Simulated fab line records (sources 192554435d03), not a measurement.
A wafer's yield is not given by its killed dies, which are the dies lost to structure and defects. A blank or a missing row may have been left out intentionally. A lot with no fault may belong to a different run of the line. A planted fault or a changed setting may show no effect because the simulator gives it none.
fab line records + flow n5-finfet
record
- lots=15
- wafers=39
- last-day=18
route steps=1938 shown BEOL_M11@1566
lots with no fault: from the same line, run without faults
start-h: start of the lot's first displayed wafer, in hours after the record's first day + wait-h: time in hours since the lot's previous step + " unchanged from the row above + L1.1+2: a row that stands for several wafers + - either no value or no given start + * or withheld: withheld + < > ~ a bound
route shown NAME@n: names a module that has steps shown in the file, with the first one's number in the route + usual: the fault-free wafers' mean and standard deviation + same: alike in all rows + chamber/n: place in a boat + sites: per-site readings + _std_site: standard deviation of those values + _edge_site: mean of outer sites minus mean of inner sites + radius-mm: for every site, how far away it sits from the centre of the wafer + mask NAME#n: copy n + behind: tool/chamber where the wafer was last shaped + hold: cause of the lot's hold/its duration in hours/its outcome + device: the transistor (n, p or np) that didn't switch + end of line: tests run on the same wafers once the route is complete + step lacking rows: just its recipe + killed: the dies lost at the first sort to structure and to defects; this is not the yield of the wafer + map: the dies of a wafer, with x for killed, . for not killed, _ for no die there
set.NAME: the setting that was run; set.NAME@STEP: the one run at that earlier step + model.NAME: the simulator's own value behind a step, which no gauge read
one table for each step of the route and one row for each wafer, over a sample of lots
services: when a tool's chamber went out of use (start-h, in hours from the record's first day, below 0 if earlier), for how many hours, and the reason
## steps
# step N5_BEOL_M11_PEB_26
# recipe
- peb-temp-c=withheld
- peb-time-s=60
- resist=CAR-ArF
# usual
- chill-plate-temp-C=22.99/0.11
- exhaust-pa=45.2/0.81
| lot.wafer | tool           | chamber | start-h | wait-h | chill-plate-temp-C | exhaust-pa |
|-----------|----------------|---------|---------|--------|--------------------|------------|
| L929.4    | litho-track-03 | 0       | 231.84  | 0.0    | 22.90              | 44.7       |
| L929.6    | "              | 0       | "       | "      | 23.05              | 44.5       |
| L930.1    | litho-track-03 | 0       | 248.94  | 0.1    | 23.09              | 44.9       |
| L930.2    | "              | 0       | "       | "      | 22.95              | 46.5       |
| L930.4    | "              | 0       | "       | "      | 22.88              | 44.8       |
| L932.2    | litho-track-03 | 0       | 254.21  | 0.1    | 22.89              | 46.1       |
| L932.5    | "              | 0       | "       | "      | 22.94              | 45.6       |
| L932.6    | "              | 0       | "       | "      | 22.90              | 45.9       |
| L931.2    | litho-track-05 | 0       | 266.91  | 0.1    | 22.94              | 44.8       |
| L931.3    | "              | 0       | "       | "      | 22.99              | 45.2       |
| L936.2    | litho-track-05 | 0       | 269.30  | 0.1    | 23.04              | 44.1       |
| L936.3    | "              | 0       | "       | "      | 23.01              | 44.4       |
| L936.5    | "              | 0       | "       | "      | 22.83              | 45.4       |
| L940.1    | litho-track-03 | -       | 315.96  | 0.1    | -                  | -          |
| L940.2    | "              | -       | "       | "      | -                  | -          |
| L940.6    | "              | -       | "       | "      | -                  | -          |
| L941.2    | litho-track-02 | -       | 320.23  | 0.1    | -                  | -          |
| L941.5    | "              | -       | "       | "      | -                  | -          |
| L941.6    | "              | -       | "       | "      | -                  | -          |
| L943.1    | litho-track-02 | -       | 330.40  | 0.1    | -                  | -          |
| L943.2    | "              | -       | "       | "      | -                  | -          |
| L943.3    | "              | -       | "       | "      | -                  | -          |
| L945.1    | litho-track-02 | 0       | 349.37  | 0.1    | 22.86              | 46.0       |
| L945.3    | "              | 0       | "       | "      | 22.99              | 45.7       |
| L945.5    | "              | 0       | "       | "      | 22.81              | 46.1       |
| L944.2    | litho-track-03 | 0       | 355.20  | 0.1    | 22.95              | 44.7       |
| L944.4    | "              | 0       | "       | "      | 22.99              | 44.4       |
| L944.6    | "              | 0       | "       | "      | 22.75              | 45.3       |
| L946.1    | litho-track-05 | 0       | 358.62  | 0.1    | 22.95              | 45.5       |
| L946.4    | "              | 0       | "       | "      | 23.03              | 45.6       |
| L949.3    | litho-track-02 | 0       | 374.51  | 0.0    | 22.88              | 46.1       |
| L949.5    | "              | 0       | "       | "      | 23.03              | 45.1       |
| L948.1    | litho-track-05 | 0       | 374.67  | 0.1    | 23.05              | 45.3       |
| L948.6    | "              | 0       | "       | "      | 23.02              | 44.6       |
| L951.4    | litho-track-05 | 0       | 383.01  | 0.0    | 22.98              | 43.9       |
| L951.5    | "              | 0       | "       | "      | 22.92              | 45.3       |
| L951.6    | "              | 0       | "       | "      | 22.97              | 44.7       |
| L952.2    | litho-track-05 | 0       | 386.71  | 0.1    | 23.20              | 43.7       |
| L952.4    | "              | 0       | "       | "      | 23.07              | 46.0       |
# step N5_BEOL_M11_ETCH_65
# recipe
- chemistry=CF4
- target=SiARC
- target-depth-a=390
- mask-material=CAR-ArF
- time-s=65
- ion-energy-ev=80
- pressure-mtorr=40
- source-w=545
- bias-w=36
- Ar_flow_sccm=100
- cf4-flow-sccm=100
- ends=cleared
# usual
- bias-w=35.98/0.1
- cf4-flow-sccm=100.0/0.31
- drypump-motor-current-A=6.0/0.36
- etch-rf-on-time-s=65.1/2.9
- mfc-ar-sccm=99.97/0.29
- oes-product-au=0.68/0.084
- rf-vpp-V=184.0/1.2
- showerhead-plenum-p-Torr=2.14/0.07
- throttle-valve-pct=15.64/0.23
| lot.wafer | tool        | chamber | start-h | wait-h | bias-w | cf4-flow-sccm | drypump-motor-current-A | etch-rf-on-time-s | mfc-ar-sccm | oes-product-au | rf-hours-counter-h | rf-vpp-V | showerhead-plenum-p-Torr | throttle-valve-pct |
|-----------|-------------|---------|---------|--------|--------|---------------|-------------------------|-------------------|-------------|----------------|--------------------|----------|--------------------------|--------------------|
| L929.4    | rie-diel-02 | 1       | 232.03  | 0.0    | 35.97  | 100.0         | 5.8                     | 65.4              | 100.51      | 0.62           | 174                | 183.0    | 2.06                     | 16.05              |
| L929.6    | "           | 2       | "       | "      | 36.14  | 100.2         | 5.7                     | 58.0              | 99.84       | 0.88           | -                  | 185.2    | 2.29                     | 15.63              |
| L930.1    | rie-diel-01 | 3       | 249.46  | 0.0    | 35.97  | 99.7          | 5.9                     | 67.0              | 100.24      | 0.59           | 221                | 185.1    | 2.13                     | 15.80              |
| L930.2    | "           | 2       | "       | "      | 36.11  | 99.8          | 6.0                     | 63.1              | 100.02      | 0.62           | 182                | 185.3    | 2.20                     | 15.83              |
| L930.4    | "           | 1       | "       | "      | 36.06  | 99.9          | 6.0                     | 65.3              | 100.39      | 0.75           | 45                 | 182.0    | 2.10                     | 15.68              |
| L932.2    | rie-diel-03 | 1       | 254.40  | 0.0    | 35.79  | 99.9          | 5.8                     | 68.4              | 99.95       | 0.76           | 29                 | 182.2    | 2.08                     | 15.34              |
| L932.5    | "           | 2       | "       | "      | 35.99  | 99.7          | 6.6                     | 62.9              | 100.16      | 0.61           | -                  | 183.3    | 2.10                     | 15.70              |
| L932.6    | "           | 0       | "       | "      | 36.11  | 99.6          | 5.2                     | 67.0              | 99.60       | 0.66           | -                  | 184.4    | 2.14                     | 15.56              |
| L931.2    | rie-diel-01 | 3       | 267.10  | 0.0    | 35.95  | 100.3         | 5.9                     | 67.3              | 100.00      | 0.59           | 223                | 184.5    | 2.13                     | 15.81              |
| L931.3    | "           | 1       | "       | "      | 35.91  | 100.2         | 6.1                     | 67.0              | 99.50       | 0.73           | 51                 | 182.4    | 2.10                     | 15.66              |
| L936.2    | rie-diel-03 | 0       | 269.49  | 0.0    | 35.90  | 100.2         | 5.3                     | 66.8              | 100.39      | 0.65           | 137                | 184.2    | 2.14                     | 15.58              |
| L936.3    | "           | 1       | "       | "      | 36.02  | 99.7          | 5.8                     | 68.7              | 99.89       | 0.75           | 34                 | 183.6    | 2.08                     | 15.34              |
| L936.5    | "           | 2       | "       | "      | 35.93  | 99.9          | 6.5                     | 63.3              | 99.91       | 0.60           | -                  | 182.7    | 2.10                     | 15.70              |
| L940.1    | rie-diel-02 | 1       | 316.15  | 0.0    | 36.09  | 100.2         | 5.7                     | 65.9              | 100.10      | 0.61           | 201                | 183.5    | 2.05                     | 16.11              |
| L940.2    | "           | 0       | "       | "      | 35.93  | 99.8          | 6.6                     | 63.8              | 100.32      | 0.71           | 93                 | 183.4    | 2.17                     | 15.34              |
| L940.6    | "           | 3       | "       | "      | 35.94  | 99.7          | 5.8                     | 67.4              | 99.80       | 0.60           | -                  | 181.9    | 2.04                     | 15.56              |
| L941.2    | rie-diel-02 | 3       | 320.42  | 0.0    | 35.94  | 99.8          | 5.8                     | 66.9              | 100.12      | 0.61           | 218                | 183.2    | 2.04                     | 15.55              |
| L941.5    | "           | 1       | "       | "      | 36.07  | 100.1         | 5.8                     | 65.6              | 100.01      | 0.61           | -                  | 181.3    | 2.05                     | 16.13              |
| L941.6    | "           | 2       | "       | "      | 35.88  | 99.8          | 5.7                     | 58.2              | 99.90       | 0.82           | -                  | 185.1    | 2.28                     | 15.68              |
| L943.1    | rie-diel-02 | 2       | 330.60  | 0.0    | 36.12  | 100.1         | 5.7                     | 58.9              | 100.13      | 0.80           | 34                 | 186.6    | 2.28                     | 15.69              |
| L943.2    | "           | 3       | "       | "      | 36.05  | 100.0         | 5.8                     | 68.1              | 99.99       | 0.59           | 220                | 182.5    | 2.04                     | 15.55              |
| L943.3    | "           | 0       | "       | "      | 36.11  | 100.0         | 6.7                     | 64.0              | 100.55      | 0.71           | 96                 | 183.0    | 2.17                     | 15.33              |
| L945.1    | rie-diel-01 | 2       | 349.70  | 0.0    | 36.07  | 100.2         | 6.0                     | 63.7              | 99.93       | 0.60           | 209                | 184.3    | 2.20                     | 15.87              |
| L945.3    | "           | 0       | "       | "      | 35.86  | 99.9          | 6.2                     | 66.1              | 100.01      | 0.73           | 50                 | 182.4    | 2.18                     | 15.38              |
| L945.5    | "           | 1       | "       | "      | 36.10  | 100.1         | 6.0                     | 67.4              | 99.64       | 0.71           | -                  | 182.3    | 2.09                     | 15.70              |
| L944.2    | rie-diel-01 | 3       | 355.60  | 0.0    | 35.86  | 99.8          | 5.9                     | 68.4              | 99.89       | 0.57           | 243                | 183.2    | 2.12                     | 15.85              |
| L944.4    | "           | 2       | "       | "      | 36.00  | 100.3         | 6.0                     | 63.5              | 99.61       | 0.59           | 211                | 183.9    | 2.20                     | 15.86              |
| L944.6    | "           | 0       | "       | "      | 35.91  | 100.1         | 6.2                     | 66.6              | 99.98       | 0.72           | -                  | 185.0    | 2.17                     | 15.39              |
| L946.1    | rie-diel-02 | 1       | 358.81  | 0.0    | 36.03  | 99.9          | 5.8                     | 66.2              | 99.64       | 0.59           | 211                | 181.3    | 2.04                     | 16.13              |
| L946.4    | "           | 3       | "       | "      | 36.13  | 100.2         | 5.8                     | 66.9              | 99.80       | 0.60           | 231                | 182.4    | 2.04                     | 15.58              |
| L949.3    | rie-diel-01 | 2       | 375.07  | 0.0    | 36.02  | 99.9          | 6.0                     | 63.6              | 100.03      | 0.60           | 216                | 184.8    | 2.19                     | 15.87              |
| L949.5    | "           | 0       | "       | "      | 35.99  | 100.4         | 6.2                     | 65.7              | 100.58      | 0.71           | -                  | 185.3    | 2.17                     | 15.41              |
| L948.1    | rie-diel-03 | 3       | 375.51  | 0.0    | 36.15  | 100.2         | 6.5                     | 62.4              | 100.11      | 0.83           | 4                  | 184.7    | 2.19                     | 15.35              |
| L948.6    | "           | 2       | "       | "      | 36.03  | 100.3         | 6.6                     | 64.3              | 99.77       | 0.76           | -                  | 183.8    | 2.09                     | 15.30              |
| L951.4    | rie-diel-03 | 3       | 383.20  | 0.0    | 36.01  | 100.1         | 6.5                     | 62.9              | 99.94       | 0.81           | 6                  | 186.1    | 2.19                     | 15.35              |
| L951.5    | "           | 2       | "       | "      | 35.98  | 99.4          | 6.6                     | 63.9              | 99.57       | 0.77           | -                  | 183.6    | 2.09                     | 15.28              |
| L951.6    | "           | 1       | "       | "      | 35.77  | 99.9          | 5.8                     | 68.7              | 99.95       | 0.69           | -                  | 183.8    | 2.07                     | 15.42              |
| L952.2    | rie-diel-02 | 0       | 386.90  | 0.0    | 35.95  | 99.0          | 6.6                     | 65.0              | 100.49      | 0.69           | 112                | 183.6    | 2.16                     | 15.37              |
| L952.4    | "           | 2       | "       | "      | 36.00  | 100.1         | 5.7                     | 58.2              | 99.70       | 0.79           | 51                 | 187.0    | 2.27                     | 15.73              |
# step N5_BEOL_M11_ETCH_66
# recipe
- chemistry=N2/H2
- target=SOC
- target-depth-a=1200
- overetch-a=240
- mask-material=SiARC
- temp-c=40
- time-s=180
- ion-energy-ev=200
- pressure-mtorr=30
- source-w=840
- bias-w=150
- n2-flow-sccm=200
- h2-flow-sccm=200
# usual
- bias-w=150.0/0.46
- drypump-motor-current-A=6.0/0.36
- n2-flow-sccm=200.0/0.58
- oes-product-au=0.64/0.071
- rf-vpp-V=523.6/2.6
- showerhead-plenum-p-Torr=2.53/0.087
- throttle-valve-pct=17.78/0.24
# same
- time-s=180
| lot.wafer | tool        | chamber | start-h | wait-h | bias-w | drypump-motor-current-A | n2-flow-sccm | oes-product-au | rf-hours-counter-h | rf-vpp-V | showerhead-plenum-p-Torr | throttle-valve-pct |
|-----------|-------------|---------|---------|--------|--------|-------------------------|--------------|----------------|--------------------|----------|--------------------------|--------------------|
| L929.4    | rie-diel-02 | 1       | 232.08  | 0.0    | 150.4  | 5.7                     | 200.7        | 0.59           | 174                | 520.6    | 2.41                     | 18.07              |
| L929.6    | "           | 2       | "       | "      | 149.7  | 5.7                     | 199.9        | 0.79           | -                  | 529.4    | 2.72                     | 17.86              |
| L930.1    | rie-diel-01 | 3       | 249.51  | 0.0    | 149.8  | 5.9                     | 200.9        | 0.57           | 221                | 522.2    | 2.51                     | 18.04              |
| L930.2    | "           | 2       | "       | "      | 150.5  | 6.0                     | 200.0        | 0.57           | 182                | 526.6    | 2.62                     | 18.04              |
| L930.4    | "           | 1       | "       | "      | 149.7  | 6.0                     | 201.1        | 0.71           | 45                 | 523.1    | 2.48                     | 17.80              |
| L932.2    | rie-diel-03 | 1       | 254.45  | 0.0    | 149.5  | 5.8                     | 199.9        | 0.73           | 29                 | 521.5    | 2.49                     | 17.52              |
| L932.5    | "           | 2       | "       | "      | 149.9  | 6.6                     | 199.7        | 0.57           | -                  | 522.5    | 2.50                     | 17.92              |
| L932.6    | "           | 0       | "       | "      | 150.2  | 5.2                     | 199.5        | 0.63           | -                  | 523.3    | 2.54                     | 17.65              |
| L931.2    | rie-diel-01 | 3       | 267.15  | 0.0    | 149.5  | 5.9                     | 200.3        | 0.57           | 223                | 523.9    | 2.51                     | 18.04              |
| L931.3    | "           | 1       | "       | "      | 150.1  | 6.0                     | 200.6        | 0.71           | 51                 | 520.9    | 2.48                     | 17.82              |
| L936.2    | rie-diel-03 | 0       | 269.54  | 0.0    | 150.8  | 5.3                     | 200.6        | 0.63           | 137                | 523.8    | 2.53                     | 17.66              |
| L936.3    | "           | 1       | "       | "      | 150.1  | 5.8                     | 200.0        | 0.73           | 34                 | 522.1    | 2.49                     | 17.51              |
| L936.5    | "           | 2       | "       | "      | 151.0  | 6.6                     | 200.2        | 0.56           | -                  | 522.9    | 2.50                     | 17.93              |
| L940.1    | rie-diel-02 | 1       | 316.20  | 0.0    | 150.5  | 5.7                     | 200.7        | 0.57           | 202                | 520.6    | 2.40                     | 18.11              |
| L940.2    | "           | 0       | "       | "      | 149.2  | 6.7                     | 200.5        | 0.67           | 93                 | 525.4    | 2.57                     | 17.38              |
| L940.6    | "           | 3       | "       | "      | 150.2  | 5.8                     | 200.5        | 0.58           | -                  | 520.1    | 2.41                     | 17.78              |
| L941.2    | rie-diel-02 | 3       | 320.47  | 0.0    | 151.2  | 5.8                     | 199.1        | 0.58           | 218                | 518.8    | 2.41                     | 17.77              |
| L941.5    | "           | 1       | "       | "      | 149.5  | 5.7                     | 199.4        | 0.58           | -                  | 519.1    | 2.40                     | 18.11              |
| L941.6    | "           | 2       | "       | "      | 150.4  | 5.7                     | 199.3        | 0.74           | -                  | 530.0    | 2.70                     | 17.90              |
| L943.1    | rie-diel-02 | 2       | 330.65  | 0.0    | 150.1  | 5.7                     | 199.5        | 0.72           | 34                 | 527.9    | 2.70                     | 17.91              |
| L943.2    | "           | 3       | "       | "      | 150.0  | 5.9                     | 200.3        | 0.58           | 221                | 520.2    | 2.41                     | 17.79              |
| L943.3    | "           | 0       | "       | "      | 150.1  | 6.6                     | 199.6        | 0.66           | 96                 | 524.0    | 2.56                     | 17.36              |
| L945.1    | rie-diel-01 | 2       | 349.75  | 0.0    | 149.4  | 6.0                     | 200.5        | 0.56           | 209                | 525.3    | 2.61                     | 18.05              |
| L945.3    | "           | 0       | "       | "      | 150.4  | 6.2                     | 201.1        | 0.70           | 50                 | 524.3    | 2.55                     | 17.38              |
| L945.5    | "           | 1       | "       | "      | 149.0  | 6.1                     | 199.0        | 0.68           | -                  | 521.2    | 2.47                     | 17.85              |
| L944.2    | rie-diel-01 | 3       | 355.65  | 0.0    | 149.9  | 5.8                     | 199.6        | 0.56           | 243                | 522.3    | 2.50                     | 18.08              |
| L944.4    | "           | 2       | "       | "      | 150.1  | 6.0                     | 200.4        | 0.56           | 211                | 526.5    | 2.61                     | 18.07              |
| L944.6    | "           | 0       | "       | "      | 150.5  | 6.2                     | 200.5        | 0.69           | -                  | 525.1    | 2.55                     | 17.40              |
| L946.1    | rie-diel-02 | 1       | 358.86  | 0.0    | 149.6  | 5.8                     | 201.2        | 0.57           | 211                | 519.8    | 2.39                     | 18.13              |
| L946.4    | "           | 3       | "       | "      | 150.0  | 5.8                     | 200.7        | 0.58           | 231                | 521.2    | 2.41                     | 17.80              |
| L949.3    | rie-diel-01 | 2       | 375.12  | 0.0    | 149.6  | 6.0                     | 199.2        | 0.56           | 216                | 526.9    | 2.61                     | 18.07              |
| L949.5    | "           | 0       | "       | "      | 149.7  | 6.2                     | 198.9        | 0.68           | -                  | 525.1    | 2.55                     | 17.39              |
| L948.1    | rie-diel-03 | 3       | 375.56  | 0.0    | 149.7  | 6.4                     | 199.8        | 0.76           | 4                  | 525.6    | 2.59                     | 17.56              |
| L948.6    | "           | 2       | "       | "      | 149.4  | 6.6                     | 199.8        | 0.72           | -                  | 521.2    | 2.49                     | 17.64              |
| L951.4    | rie-diel-03 | 3       | 383.25  | 0.0    | 150.3  | 6.4                     | 199.9        | 0.75           | 6                  | 525.2    | 2.59                     | 17.57              |
| L951.5    | "           | 2       | "       | "      | 150.0  | 6.5                     | 200.3        | 0.72           | -                  | 522.2    | 2.49                     | 17.63              |
| L951.6    | "           | 1       | "       | "      | 150.9  | 5.8                     | 200.7        | 0.68           | -                  | 523.3    | 2.47                     | 17.59              |
| L952.2    | rie-diel-02 | 0       | 386.95  | 0.0    | 150.2  | 6.7                     | 200.5        | 0.65           | 112                | 525.1    | 2.56                     | 17.41              |
| L952.4    | "           | 2       | "       | "      | 149.8  | 5.7                     | 200.1        | 0.70           | 51                 | 527.0    | 2.70                     | 17.94              |
# step N5_BEOL_M11_VIA_ETCH_34
# recipe
- chemistry=C4F6/O2
- target=SiCOH_lowk
- target-depth-a=1845
- mask-material=SOC
- taper-deg=4
- time-s=69.2
- ion-energy-ev=250
- pressure-mtorr=30
- source-w=345
- bias-w=185
- Ar_flow_sccm=300
- C4F6_flow_sccm=10
- O2_flow_sccm=10
# usual
- bias-w=185.0/0.55
- drypump-motor-current-A=6.0/0.36
- mfc-ar-sccm=300.0/0.97
- oes_f_703_au=0.79/0.095
- oes-product-au=0.80/0.097
- rf-vpp-V=671/19
- showerhead-plenum-p-Torr=2.83/0.091
- throttle-valve-pct=20.87/0.24
# same
- time-s=69.2
| lot.wafer | tool        | chamber | start-h | wait-h | bias-w | drypump-motor-current-A | mfc-ar-sccm | oes_f_703_au | oes-product-au | rf-hours-counter-h | rf-vpp-V | showerhead-plenum-p-Torr | throttle-valve-pct |
|-----------|-------------|---------|---------|--------|--------|-------------------------|-------------|--------------|----------------|--------------------|----------|--------------------------|--------------------|
| L929.4    | rie-diel-02 | 1       | 232.20  | 0.0    | 185.2  | 5.7                     | 301.3       | 0.73         | 0.73           | 174                | 648      | 2.73                     | 21.38              |
| L929.6    | "           | 2       | "       | "      | 185.5  | 5.7                     | 301.5       | 1.03         | 1.03           | -                  | 683      | 3.01                     | 20.88              |
| L930.1    | rie-diel-01 | 3       | 249.63  | 0.0    | 185.2  | 5.9                     | 299.7       | 0.67         | 0.69           | 221                | 668      | 2.83                     | 21.05              |
| L930.2    | "           | 2       | "       | "      | 184.9  | 6.0                     | 299.2       | 0.74         | 0.72           | 182                | 679      | 2.93                     | 21.07              |
| L930.4    | "           | 1       | "       | "      | 185.5  | 6.0                     | 301.5       | 0.86         | 0.87           | 45                 | 668      | 2.78                     | 20.96              |
| L932.2    | rie-diel-03 | 1       | 254.57  | 0.0    | 183.8  | 5.8                     | 299.8       | 0.82         | 0.90           | 29                 | 688      | 2.78                     | 20.71              |
| L932.5    | "           | 2       | "       | "      | 184.6  | 6.6                     | 297.5       | 0.71         | 0.71           | -                  | 682      | 2.77                     | 20.74              |
| L932.6    | "           | 0       | "       | "      | 184.9  | 5.2                     | 299.0       | 0.77         | 0.77           | -                  | 677      | 2.83                     | 20.71              |
| L931.2    | rie-diel-01 | 3       | 267.28  | 0.0    | 184.5  | 5.9                     | 300.3       | 0.67         | 0.68           | 223                | 669      | 2.83                     | 21.05              |
| L931.3    | "           | 1       | "       | "      | 184.8  | 6.1                     | 300.9       | 0.85         | 0.86           | 51                 | 666      | 2.78                     | 20.97              |
| L936.2    | rie-diel-03 | 0       | 269.66  | 0.0    | 185.4  | 5.2                     | 300.3       | 0.77         | 0.77           | 137                | 675      | 2.83                     | 20.72              |
| L936.3    | "           | 1       | "       | "      | 185.1  | 5.9                     | 299.8       | 0.82         | 0.90           | 34                 | 688      | 2.78                     | 20.70              |
| L936.5    | "           | 2       | "       | "      | 185.3  | 6.5                     | 300.6       | 0.71         | 0.71           | -                  | 680      | 2.77                     | 20.74              |
| L940.1    | rie-diel-02 | 1       | 316.33  | 0.0    | 184.9  | 5.7                     | 300.8       | 0.71         | 0.70           | 202                | 646      | 2.72                     | 21.41              |
| L940.2    | "           | 0       | "       | "      | 184.4  | 6.7                     | 300.1       | 0.83         | 0.83           | 93                 | 651      | 2.88                     | 20.55              |
| L940.6    | "           | 3       | "       | "      | 184.8  | 5.8                     | 301.2       | 0.68         | 0.71           | -                  | 705      | 2.69                     | 20.64              |
| L941.2    | rie-diel-02 | 3       | 320.59  | 0.0    | 184.2  | 5.8                     | 299.1       | 0.69         | 0.71           | 218                | 707      | 2.69                     | 20.65              |
| L941.5    | "           | 1       | "       | "      | 184.8  | 5.8                     | 300.1       | 0.72         | 0.70           | -                  | 645      | 2.72                     | 21.41              |
| L941.6    | "           | 2       | "       | "      | 184.3  | 5.7                     | 299.8       | 0.93         | 0.95           | -                  | 683      | 3.00                     | 20.93              |
| L943.1    | rie-diel-02 | 2       | 330.77  | 0.0    | 185.0  | 5.7                     | 300.2       | 0.94         | 0.94           | 34                 | 680      | 3.00                     | 20.96              |
| L943.2    | "           | 3       | "       | "      | 184.6  | 5.8                     | 299.6       | 0.69         | 0.71           | 221                | 705      | 2.69                     | 20.64              |
| L943.3    | "           | 0       | "       | "      | 184.8  | 6.7                     | 299.9       | 0.82         | 0.82           | 96                 | 651      | 2.88                     | 20.58              |
| L945.1    | rie-diel-01 | 2       | 349.87  | 0.0    | 185.1  | 6.0                     | 300.9       | 0.71         | 0.69           | 209                | 678      | 2.92                     | 21.13              |
| L945.3    | "           | 0       | "       | "      | 185.2  | 6.2                     | 299.7       | 0.82         | 0.85           | 50                 | 657      | 2.89                     | 20.72              |
| L945.5    | "           | 1       | "       | "      | 185.7  | 6.1                     | 300.6       | 0.82         | 0.83           | -                  | 666      | 2.77                     | 21.01              |
| L944.2    | rie-diel-01 | 3       | 355.77  | 0.0    | 185.3  | 5.9                     | 298.2       | 0.66         | 0.67           | 243                | 669      | 2.82                     | 21.08              |
| L944.4    | "           | 2       | "       | "      | 185.3  | 6.0                     | 299.8       | 0.72         | 0.69           | 211                | 680      | 2.92                     | 21.13              |
| L944.6    | "           | 0       | "       | "      | 185.8  | 6.2                     | 299.7       | 0.82         | 0.85           | -                  | 656      | 2.89                     | 20.74              |
| L946.1    | rie-diel-02 | 1       | 358.98  | 0.0    | 185.5  | 5.7                     | 300.5       | 0.71         | 0.69           | 211                | 647      | 2.71                     | 21.42              |
| L946.4    | "           | 3       | "       | "      | 183.7  | 5.8                     | 299.9       | 0.68         | 0.70           | 231                | 706      | 2.68                     | 20.66              |
| L949.3    | rie-diel-01 | 2       | 375.25  | 0.0    | 185.1  | 6.0                     | 300.9       | 0.71         | 0.68           | 217                | 680      | 2.92                     | 21.14              |
| L949.5    | "           | 0       | "       | "      | 185.5  | 6.2                     | 299.3       | 0.81         | 0.84           | -                  | 656      | 2.89                     | 20.75              |
| L948.1    | rie-diel-03 | 3       | 375.69  | 0.0    | 185.4  | 6.4                     | 299.5       | 1.01         | 0.95           | 4                  | 680      | 2.88                     | 20.53              |
| L948.6    | "           | 2       | "       | "      | 184.3  | 6.5                     | 300.7       | 0.92         | 0.89           | -                  | 681      | 2.76                     | 20.48              |
| L951.4    | rie-diel-03 | 3       | 383.37  | 0.0    | 185.0  | 6.4                     | 301.8       | 1.00         | 0.95           | 6                  | 679      | 2.88                     | 20.52              |
| L951.5    | "           | 2       | "       | "      | 184.4  | 6.6                     | 298.3       | 0.91         | 0.89           | -                  | 682      | 2.76                     | 20.50              |
| L951.6    | "           | 1       | "       | "      | 183.4  | 5.8                     | 301.6       | 0.76         | 0.84           | -                  | 688      | 2.76                     | 20.78              |
| L952.2    | rie-diel-02 | 0       | 387.08  | 0.0    | 183.6  | 6.7                     | 300.2       | 0.80         | 0.80           | 112                | 652      | 2.87                     | 20.62              |
| L952.4    | "           | 2       | "       | "      | 185.8  | 5.7                     | 300.2       | 0.91         | 0.90           | 51                 | 680      | 2.99                     | 20.98              |
## services
| tool           | chamber | start-h | hours | kind                          |
|----------------|---------|---------|-------|-------------------------------|
| rie-diel-01    | 3       | 254.41  | 9.7   | repair                        |
| rie-diel-02    | 3       | 255.88  | 9.2   | repair                        |
| rie-diel-03    | 3       | 274.13  | 5.8   | repair                        |
| rie-diel-01    | 3       | 275.10  | 4.1   | repair                        |
| rie-diel-03    | 2       | 283.09  | -     | clean                         |
| rie-diel-03    | 2       | 283.09  | -     | consumable-replace:focus-ring |
| rie-diel-03    | 2       | 283.09  | 32.6  | scheduled-down                |
| rie-diel-03    | 2       | 283.09  | 32.6  | vent-cycle                    |
| rie-diel-03    | 0       | 311.45  | 3.0   | repair                        |
| rie-diel-02    | 1       | 338.28  | 8.1   | repair                        |
| rie-diel-03    | 3       | 340.36  | -     | clean                         |
| rie-diel-03    | 3       | 340.36  | -     | consumable-replace:esc        |
| rie-diel-03    | 3       | 340.36  | -     | consumable-replace:focus-ring |
| rie-diel-03    | 3       | 340.36  | 23.1  | scheduled-down                |
| rie-diel-03    | 3       | 340.36  | 23.1  | vent-cycle                    |
| litho-track-03 | -       | 363.07  | -     | consumable-replace:filter     |
| rie-diel-02    | -       | 367.53  | 0.8   | repair                        |
| rie-diel-01    | 3       | 380.35  | -     | clean                         |
| rie-diel-01    | 3       | 380.35  | -     | consumable-replace:focus-ring |
| rie-diel-01    | 3       | 380.35  | 17.6  | scheduled-down                |
| rie-diel-01    | 3       | 380.35  | 17.6  | vent-cycle                    |
## key
first-sign
- step=N5_BEOL_M11_PEB_26
- reading=tool-record
- direction=missing
effect none on later readings
met-at N5_BEOL_M11_PEB_26
struck-lots L940,L941,L943
later-rows-left-out L940.1,L940.2,L940.6,L941.2,L941.5,L941.6,L943.1,L943.2,L943.3
sort-left-out L940.1,L940.2,L940.6,L941.2,L941.5,L941.6,L943.1,L943.2,L943.3
not-acting-at N5_BEOL_M11_ETCH_65,N5_BEOL_M11_ETCH_66,N5_BEOL_M11_VIA_ETCH_34
onset-between 254.21 315.96
fault
- kind=skipped-step-whole
- tool=litho-track-02,litho-track-03
- chamber=-
- onset-h=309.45
- steps=N5_BEOL_M11_PEB_26
- scope=struck-lots-only
# sort-left-out: the simulated sort isn't trusted on such a fault, so these wafers' sort isn't shown, and their yield isn't known
# later-rows-left-out: the simulator's readings of these wafers behind a module that went badly wrong aren't trusted and aren't shown, but for the sort
